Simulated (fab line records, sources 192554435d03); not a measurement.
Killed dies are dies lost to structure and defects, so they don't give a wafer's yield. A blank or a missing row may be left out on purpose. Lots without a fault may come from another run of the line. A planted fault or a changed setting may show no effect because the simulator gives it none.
Chamber matching | flow n5_finfet | N5_FIN_SAQP_ETCH_52 on rie_diel-06: 4 sister chambers
The step etches SOC in N2/H2, target depth 100 nm, overetch 20 nm, time 150 s. 20 wafers are shown with their chamber, then 10 later ones without.

WAFERS WITH THEIR CHAMBER
wafer  | chamber | showerhead_plenum_p_Torr (Torr) | drypump_motor_current_A (A) | throttle_valve_pct (%)
L074.2 | 0       | 2.40                            | 6.1                         | 18.18
L074.4 | 2       | 2.52                            | 5.9                         | 17.90
L074.6 | 3       | 2.57                            | 5.5                         | 18.06
L076.3 | 0       | 2.40                            | 6.0                         | 18.20
L076.4 | 2       | 2.52                            | 5.9                         | 17.90
L076.5 | 3       | 2.57                            | 5.5                         | 18.05
L077.1 | 3       | 2.57                            | 5.5                         | 18.05
L077.2 | 0       | 2.40                            | 6.1                         | 18.19
L077.5 | 0       | 2.40                            | 6.0                         | 18.20
L082.3 | 2       | 2.52                            | 5.9                         | 17.93
L082.5 | 1       | 2.61                            | 6.6                         | 17.83
L082.6 | 0       | 2.39                            | 6.1                         | 18.20
L084.1 | 2       | 2.52                            | 5.9                         | 17.92
L084.3 | 1       | 2.61                            | 6.6                         | 17.83
L084.4 | 1       | 2.61                            | 6.6                         | 17.84
L085.2 | 3       | 2.56                            | 5.6                         | 18.08
L085.3 | 2       | 2.51                            | 5.9                         | 17.94
L085.6 | 2       | 2.51                            | 5.9                         | 17.92
L086.2 | 3       | 2.56                            | 5.6                         | 18.10
L086.3 | 2       | 2.51                            | 5.9                         | 17.94

SIGNATURES (means of the wafers above)
reading                  | chamber 0 | chamber 1 | chamber 2 | chamber 3 | scatter within a chamber
showerhead_plenum_p_Torr | 2.3980    | 2.6100    | 2.5157    | 2.5660    | 0.00482
drypump_motor_current_A  | 6.060     | 6.600     | 5.900     | 5.540     | 0.0387
throttle_valve_pct       | 18.1940   | 17.8333   | 17.9214   | 18.0680   | 0.0157
Rule: a wafer's distance from a chamber is the root of the sum, over the readings, of the square of ((its reading less the chamber's mean) divided by the reading's scatter). The wafer belongs to the nearest chamber; if the next one is less than 2 further off, it can't be placed. The scatter: the root of (the sum of the squares of (reading less its chamber's mean) over the shown wafers, divided by (wafers less chambers)).

WAFERS WITHOUT THEIR CHAMBER
wafer  | showerhead_plenum_p_Torr (Torr) | drypump_motor_current_A (A) | throttle_valve_pct (%)
L086.6 | 2.56                            | 5.5                         | 18.11
L087.2 | 2.71                            | 6.0                         | 17.76
L087.4 | 2.71                            | 6.0                         | 17.76
L087.6 | 2.51                            | 5.9                         | 17.94
L090.2 | 2.51                            | 6.0                         | 17.97
L090.4 | 2.71                            | 6.1                         | 17.75
L090.6 | 2.71                            | 6.1                         | 17.78
L092.1 | 2.55                            | 5.5                         | 18.09
L092.3 | 2.51                            | 5.9                         | 17.96
L092.4 | 2.71                            | 6.1                         | 17.77

WHICH CHAMBER EACH WENT THROUGH
wafer  | from the rows above | in truth
L086.6 | 3                   | 3
L087.2 | 1                   | 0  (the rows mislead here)
L087.4 | 1                   | 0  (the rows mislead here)
L087.6 | 2                   | 2
L090.2 | 2                   | 2
L090.4 | 1                   | 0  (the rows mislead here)
L090.6 | 1                   | 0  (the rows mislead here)
L092.1 | 3                   | 3
L092.3 | 2                   | 2
L092.4 | 1                   | 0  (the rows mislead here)
Placed correctly: 5 of 10. Can't be placed from these rows: 0. Placed wrongly: 5.
